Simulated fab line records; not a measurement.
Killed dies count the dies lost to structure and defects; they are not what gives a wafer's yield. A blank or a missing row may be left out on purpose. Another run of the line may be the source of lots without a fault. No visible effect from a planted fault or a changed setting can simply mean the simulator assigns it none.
fab line records    flow n5Finfet
record: lots: 4  wafers: 12  lastDay: 16
route steps=1938 shown BEOL_M1@825 BEOL_M2@841 BEOL_M4@1111 PASSIVATION@1936
lots that met no fault: taken from a fault-free run of the same line
startH: start of the lot's first displayed wafer, in hours after the record's first day    waitH: hours since the lot's step before    " identical to the entry in the row above    L1.1+2: one row covering several wafers at once    - value missing, or start not given    * or withheld: withheld    < > ~ a bound
route shown NAME@n: names a module that has steps shown in the file, with the first one's number in the route    usual: average and standard deviation across the fault-free wafers    same: alike in all rows    chamber/n: place in a boat    sites: each site's reading    _std_site: the standard deviation of these    _edge_site: the outer-site mean with the inner-site mean subtracted    radiusMm: how far each site lies from the wafer's centre    mask NAME#n: copy n    behind: the last tool/chamber to shape the wafer    hold: what put the lot on hold/how long, in hours/how the hold closed    device: which transistor (n, p or np) failed to switch    end of line: the tests these same wafers got at the end of their route    a step with no rows: only its recipe    killed: count of dies lost to structure and defects at first sort (not the wafer's yield)    map: per-die view of a wafer (x killed, . not killed, _ where there is no die)
set.NAME: the setting that was run; set.NAME@STEP: the one run at that earlier step    model.NAME: the simulator's own value behind a step, which no gauge read
a table for each step, a row for each wafer; lots at some steps of the route
services: from which hour (startH, from the record's first day; less than 0 if before it) a tool's chamber was out of use, for how many hours, and why
== steps ==
step: N5_BEOL_M1_ANNEAL_91
recipe: tempC: 400  timeS: 240  ambient: vacuum
step: N5_BEOL_M1_SPUTTER_92
recipe: material: Cu  targetThkA: 45  tempC: -20  chamberPressurePa: 0.07  powerW: withheld  timeS: 8.29
step: N5_BEOL_M1_ANNEAL_93
recipe: tempC: 400  timeS: 240  ambient: vacuum
step: N5_BEOL_M1_SPUTTER_94
recipe: material: Cu  targetThkA: 45  tempC: -20  chamberPressurePa: 0.07  powerW: withheld  timeS: 8.29
step: N5_BEOL_M1_ANNEAL_95
recipe: tempC: 400  timeS: 240  ambient: vacuum
step: N5_BEOL_M1_SPUTTER_96
recipe: material: Cu  targetThkA: 45  tempC: -20  chamberPressurePa: 0.07  powerW: withheld  timeS: 8.29
step: N5_BEOL_M1_ECD_50
recipe: material: Cu  targetThkA: 3000
step: N5_BEOL_M1_ANNEAL_51
recipe: tempC: 225  timeS: 90  ambient: N2
step: N5_BEOL_M1_CMP_52
recipe: stopOn: SiOC  tOverpolishS: 6.8  downForcePsi: 1  platenRpm: 50  clearingPlatenDownForcePsi: 1.5  clearingPlatenRpm: 50  postCmpClean: cuAlkaline  targetThkNm: 40  clearingPlatenPadVelocityMS: 0.99484  padVelocityMS: 0.99484
step: N5_BEOL_M1_PRE_CLEAN_60
recipe: gas: NH3/H2  timeS: 15  tempC: *  rfPowerW: 300
step: N5_BEOL_M1_CO_CAP_55
recipe: material: Co  targetThkA: 20  tempC: 200  precursor: CCTBA/H2  pressureTorr: 30  timeS: 102.1
step: N5_BEOL_M1_PRE_CLEAN_56
recipe: gas: NH3  timeS: 15  tempC: withheld  rfPowerW: 300
lot.wafer   tool      chamber  startH  waitH
L480.2+4+6  pecvd-01  2,1,2    145.71  0.1
L494.2+3+4  pecvd-01  2,1,1    221.58  0.1
L493.2+3+6  pecvd-03  1,2,1    221.83  0.1
L495.2+4+5  pecvd-01  2,2,1    225.52  0.1
step: N5_BEOL_M1_DEP_57
recipe: material: SiCN  targetThkA: 80  tempC: withheld  precursor: 3MS/NH3  pressureTorr: 3  rfW: 202  timeS: 14
step: N5_BEOL_M1_INSPECT_59
recipe: inspectInstrument: darkfield  mode: postDep
usual: rawDefectCount: 71/23
lot.wafer  tool              chamber  startH  waitH  rawDefectCount
L480.2     defectInspect-01  -        145.83  0.0    52
L480.4     "                 -        "       "      87
L480.6     "                 -        "       "      48
L494.2     defectInspect-01  -        221.70  0.0    494
L494.3     "                 -        "       "      533
L494.4     "                 -        "       "      461
L493.2     defectInspect-02  -        221.95  0.0    86
L493.3     "                 -        "       "      61
L493.6     "                 -        "       "      92
L495.2     defectInspect-02  -        225.64  0.0    457
L495.4     "                 -        "       "      549
L495.5     "                 -        "       "      535
step: N5_BEOL_M2_ILD_DEP_00
recipe: material: SiOC  targetThkA: 790  tempC: 350  precursor: DEMS/O2  pressureTorr: 5  rfW: 500  timeS: 15.3
step: N5_BEOL_M2_PECVD_72
recipe: material: SiO2  targetThkA: 160  tempC: 400  precursor: TEOS/O2  pressureTorr: 5.5  rfW: 450  teosFlowSccm: 53.8  gas: O2  flowSccm: 3000  timeS: 18
step: N5_BEOL_M2_HM_DEP_02
recipe: material: TiN  targetThkA: 200  tempC: 25  chamberPressurePa: 0.49996
step: N5_BEOL_M2_COAT_61
recipe: resist: SOC  tempC: 250  timeS: 60  spinRpm: 1500  resistThkNm: 60
step: N5_BEOL_M2_COAT_62
recipe: resist: SiARC  tempC: 220  timeS: 60  spinRpm: 1500  resistThkNm: 12
step: N5_BEOL_M2_COAT_73
recipe: resist: underlayer  tempC: 205  timeS: 60  spinRpm: 1500  resistThkNm: 5
step: N5_BEOL_M2_COAT_05
recipe: resist: CAR-EUV  spinRpm: 1500  resistThkNm: 30
step: N5_BEOL_M2_EBR_07
recipe: solvent: PGMEA  ebrWidthMm: 1.5
step: N5_BEOL_M2_SOFTBAKE_06
recipe: tempC: 110  timeS: 60  resist: CAR-EUV
step: N5_BEOL_M2_EXPOSE_08
recipe: maskId: M2  na: 0.33  sourceShape: dipole  sigmaInner: 0.369  sigmaOuter: 0.767  polarization: unpolarized  doseMj: 41.25
step: N5_BEOL_M2_PEB_09
recipe: pebTempC: 100  pebTimeS: 60  resist: CAR-EUV
step: N5_BEOL_M2_DEVELOP_10
recipe: developTimeS: 30  developer: TMAH  resist: CAR-EUV  rinseLiquid: surfactantRinse  dry: airSpin  devTempC: 23
step: N5_BEOL_M2_INSPECT_13
recipe: mode: adi  inspectInstrument: brightfield
usual: rawDefectCount: 385/77
lot.wafer  tool              chamber  startH  waitH  rawDefectCount
L480.2     defectInspect-02  -        146.87  0.0    329
L480.4     "                 -        "       "      428
L480.6     "                 -        "       "      333
L494.2     defectInspect-01  -        223.20  0.0    751
L494.3     "                 -        "       "      748
L494.4     "                 -        "       "      706
L493.2     defectInspect-01  -        223.50  0.0    516
L493.3     "                 -        "       "      481
L493.6     "                 -        "       "      502
L495.2     defectInspect-02  -        229.58  0.0    758
L495.4     "                 -        "       "      831
L495.5     "                 -        "       "      836
step: N5_BEOL_M2_DESCUM_16
recipe: chemistry: O2  timeS: 7  sourcePowerW: 50  biasPowerW: 20  pressureMtorr: 20  rfFrequencyHz: 2.712e+07  tempC: 40  resist: CAR-EUV  o2FlowSccm: 225
step: N5_BEOL_M4_RC_MEAS_101
usual: DIBL_N: 36.0/2.5  DIBL_P: 36.2/3  IOFF_N: 0.16/0.044  IOFF_P: 0.21/0.049  ION_N: 671/15  ION_P: 461/8.7  SS_N: 71.5/0.72  SS_P: 73.4/0.9  VT_N: 251/4.4  VT_P: -250/4
lot.wafer  tool       chamber  startH  waitH  DIBL_N[mV/V]  DIBL_P[mV/V]  IOFF_N[nA/um]  IOFF_P[nA/um]  ION_N[uA/um]  ION_P[uA/um]  SS_N[mV/dec]  SS_P[mV/dec]  VT_N[mV]  VT_P[mV]
L480.2     prober-02  0        189.40  0.8    29.5          30.2          0.08           0.13           638           444           70.2          71.6          261       -259
L480.4     "          0        "       "      31.8          32.8          0.10           0.14           651           447           71.0          72.9          258       -258
L480.6     "          0        "       "      34.0          36.0          0.12           0.18           647           447           71.3          73.2          257       -257
L495.2     prober-02  0        271.16  0.2    38.9          40.4          0.23           0.28           701           476           72.3          73.8          245       -246
L495.4     "          0        "       "      35.1          34.5          0.15           0.18           678           458           71.1          72.5          249       -253
L495.5     "          0        "       "      36.7          37.4          0.17           0.22           692           468           72.2          73.7          250       -252
L494.2     prober-02  0        275.85  0.2    41.2          43.1          0.31           0.37           692           473           72.8          74.9          240       -241
L494.3     "          0        "       "      36.6          37.7          0.19           0.24           683           465           71.4          73.0          245       -248
L494.4     "          0        "       "      36.9          38.5          0.20           0.26           682           473           72.0          74.0          245       -245
L493.2     prober-01  0        276.84  0.2    37.9          39.9          0.19           0.25           694           472           71.8          74.0          245       -248
L493.3     "          0        "       "      37.0          38.0          0.18           0.21           679           460           71.5          74.1          246       -252
L493.6     "          0        "       "      34.7          34.5          0.12           0.16           667           456           71.2          72.4          253       -253
step: N5_PASSIVATION_PROBE_49
usual: defectLimitedYield: 91.7/1.4  killed_at_M0_to_M3: 31/11  killed_at_M4_up: 13/4.6  killedAtContacts: 13/6.7  killedAtFrontEnd: 39/9.6  killedAtOther: 3.5/2.8  killedDies: 98/16  killedOpen: 64/11  killedShort: 33/8.5  sort_bin_4_leakage: 0.00/0.032  sort_bin_5_function: 4.9/0.96  sort_bin_6_memory: 3.1/0.59  sort_bin_8_speed: 0.2/1.3  sortNPass: 1080/23  sortYieldPct: 91.5/1.9
same: grossDies: 1180  killedAtBackSide: 0
lot.wafer  tool       chamber  startH  waitH  defectLimitedYield[%]  killed_at_M0_to_M3  killed_at_M4_up  killedAtContacts  killedAtFrontEnd  killedAtOther  killedDies  killedOpen  killedShort  sort_bin_4_leakage[%]  sort_bin_5_function[%]  sort_bin_6_memory[%]  sort_bin_8_speed[%]  sortNPass  sortYieldPct[%]
L494.2     prober-02  -        375.32  0.1    80.7                   156                 13               14                45                0              228         77          42           0.34                   12.4                    4.6                   0                    948        80.3
L494.3     prober-02  -        375.37  0.1    87.2                   103                 11               5                 32                0              151         71          24           0                      7.4                     4.1                   0                    1029       87.2
L494.4     prober-02  -        375.42  0.2    88.1                   85                  14               10                31                0              140         57          24           0                      7.7                     3.2                   0                    1040       88.1
L495.2     prober-02  -        377.55  0.1    85.6                   124                 6                7                 27                6              170         37          29           0.17                   9.2                     3.6                   0                    1008       85.4
L495.4     prober-02  -        377.65  0.2    80.8                   143                 13               12                50                8              226         73          50           0                      13.0                    4.5                   0                    954        80.8
L495.5     prober-02  -        377.70  0.2    88.0                   93                  6                2                 36                5              142         64          29           0                      7.7                     3.1                   0                    1038       88.0
killed by level:class
L494.2 BEOL_M1:unspecified=107 FIN_SAQP:geometricParticle:open=17 FIN_SAQP:geometricParticle:short=12 BEOL_M1:geometricParticle:open=11 MOL_CONTACT_COAG:geometricParticle:open=8 BEOL_M0_SAQP:geometricParticle:short=8 BEOL_M0_SAQP:geometricParticle:open=7 MOL_CONTACT_COAG:geometricParticle:short=6
L494.3 BEOL_M1:unspecified=54 BEOL_M1:geometricParticle:open=16 BEOL_M0_SAQP:geometricParticle:open=13 FIN_SAQP:geometricParticle:short=7 STI_FIN_REVEAL:geometricParticle:open=7 BEOL_M0_SAQP:geometricParticle:short=7 BEOL_M4:geometricParticle:open=6 FIN_SAQP:geometricParticle:open=5
L494.4 BEOL_M1:unspecified=52 BEOL_M0_SAQP:geometricParticle:open=9 MOL_CONTACT_COAG:geometricParticle:open=9 BEOL_M0_SAQP:geometricParticle:short=9 FIN_SAQP:geometricParticle:open=8 STI_FIN_REVEAL:geometricParticle:open=6 BEOL_M2:geometricParticle:open=6 BEOL_M4:geometricParticle:open=4
L495.2 BEOL_M1:unspecified=103 BEOL_M3:geometricParticle:open=6 BEOL_M1:geometricParticle:open=6 STI_FIN_REVEAL:geometricParticle:open=5 GATE_CUT:geometricParticle:short=5 STI_FIN_REVEAL:geometricParticle:short=4 MOL_CONTACT_COAG:geometricParticle:open=4 FIN_SAQP:geometricParticle:open=3
L495.4 BEOL_M1:unspecified=102 STI_FIN_REVEAL:geometricParticle:open=17 MOL_CONTACT_COAG:geometricParticle:open=10 GATE_CUT:geometricParticle:short=8 BEOL_M3:geometricParticle:open=8 BEOL_M1:geometricParticle:open=7 BEOL_M0_SAQP:geometricParticle:short=6 BEOL_M1:geometricParticle:short=6
L495.5 BEOL_M1:unspecified=49 BEOL_M0_SAQP:geometricParticle:open=14 BEOL_M0_SAQP:geometricParticle:short=10 STI_FIN_REVEAL:geometricParticle:open=9 BEOL_M2:geometricParticle:open=7 FIN_SAQP:geometricParticle:open=5 DUMMY_GATE:geometricParticle:open=5 BEOL_M1:geometricParticle:open=5
map L494.2 (x killed, . not)
_________________.xxx..xx....________________
______________.....xx..........._____________
___________..x..............x....xx__________
__________.....x....x.x............._________
________...x..x.x....................._______
_______...........x...................x______
______........x..........x.............._____
_____x................x..................____
____.......x.........x.......x......x.....___
___....x.x.................x...x...x.......__
___..............x....x.x.....x.x..........__
__...............................x.........._
__..............x........x.x.......x......x._
_.......................x....................
_..x..x.............x.............xx........x
_..................x......x...xx...........x.
_..........................x.................
_x....x...x........x....x.......x............
_x.x.........xx.....x..............x.....x...
_x.............x..............x..x.xxx.x..x..
_...........x..x..x.....xx.....xxxxxx........
__............x.........x...xx..xxxxxx....x._
__..x...xx.x................xxxxxxxxxxxx..x._
___.x............x........xxxxxxxxxxxxxx...__
___....x..........x........xxxxxxxxxxxx.x..__
____.......................xxxxxxxxxxxxx.x___
_____...x....x...........xxxxxxxxxxxxxx.x____
______......x..x.......x..x.xxxxxxxxxxxx_____
_______.x...x....x..xx........xxxxxx.x.______
________x....x............x.x.xxx.x..._______
__________..x.x.x.x.............x.x._________
___________.............x...x......__________
______________....x.......x....._____________
_________________.xx..x......________________
map L495.4 (x killed, . not)
_________________............________________
______________...xx........x..x._____________
___________....................x...__________
__________............x.x.........x._________
________................x..x.........x_______
_______......xx.......x................______
______.x...x......x.x...x.....x........._____
_____.......x.....x.......x....x...x.....____
____....................x..x..............___
___..x..x......x.x...............xxx.......__
___..............x..x..x....x..x.x.........__
__......................x.............x.x..._
__.....x...........x..x....x...x............_
_.....x......x.......................x.......
_....xx.............x.x......x.....x.....x...
_.....x..x.....x....x....x.........x....x....
_x.x..........x.......x....x................x
_.....................x..x....x.x.x..........
_......................x.............x.......
_.......xx..........x........xx..............
_...x......................x.x.xxxxx.xxx.xx..
__........x.x...........x...x.xxxxx.xx...x.x_
__.........x.................xxxxxxxxx.x...._
___..........x.........x....xxxxxxxxxxxx.x.__
___.........x.x............xxxxxxxxxxx.xxx.__
____...x...........x.....x.xxxxxxxxxxxxxx.___
_____.......x..............xxxxxxxxxxxxx.____
______...x..............x...xxxxxxxxxxxx_____
_______..x...xx...........x...xxxxxxx.x______
________........x......x........xxx..._______
__________..x.....x..x...x.....xx..x_________
___________.x.x..................x.__________
______________....x...........xx_____________
_________________............________________
== services ==
tool      chamber  startH  hours  kind
pecvd-01  2        127.08  7.0    repair
pecvd-01  -        148.62  1.1    repair
pecvd-01  -        149.76  2.8    pm
pecvd-01  0        170.29  -      calibration
pecvd-03  2        180.79  5.7    repair
pecvd-01  -        189.62  5.5    pm
== key ==
firstSign: step: N5_BEOL_M1_INSPECT_59  reading: rawDefectCount  direction: up  sigmas: 19  usual: 71  struck: 505
effect: step: N5_BEOL_M2_INSPECT_13  reading: rawDefectCount  direction: up  sigmas: 5  usual: 385  struck: 772
effect: step: N5_PASSIVATION_PROBE_49  reading: killed_at_M0_to_M3  direction: up  sigmas: 7.8  usual: 31  struck: 117
moreKillsBornAt: N5_BEOL_M1_PRE_CLEAN_56@pecvd-01: 467
metAt N5_BEOL_M1_PRE_CLEAN_56
struckWafers L494.2,L494.3,L494.4,L495.2,L495.4,L495.5
onsetBetween 145.71 221.58
fault: kind: chamberParticleSource  tool: pecvd-01  chamber: -  onsetH: 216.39  steps: N5_BEOL_M1_PRE_CLEAN_56  ratePerVisitCm2: 0.68351  endH: 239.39
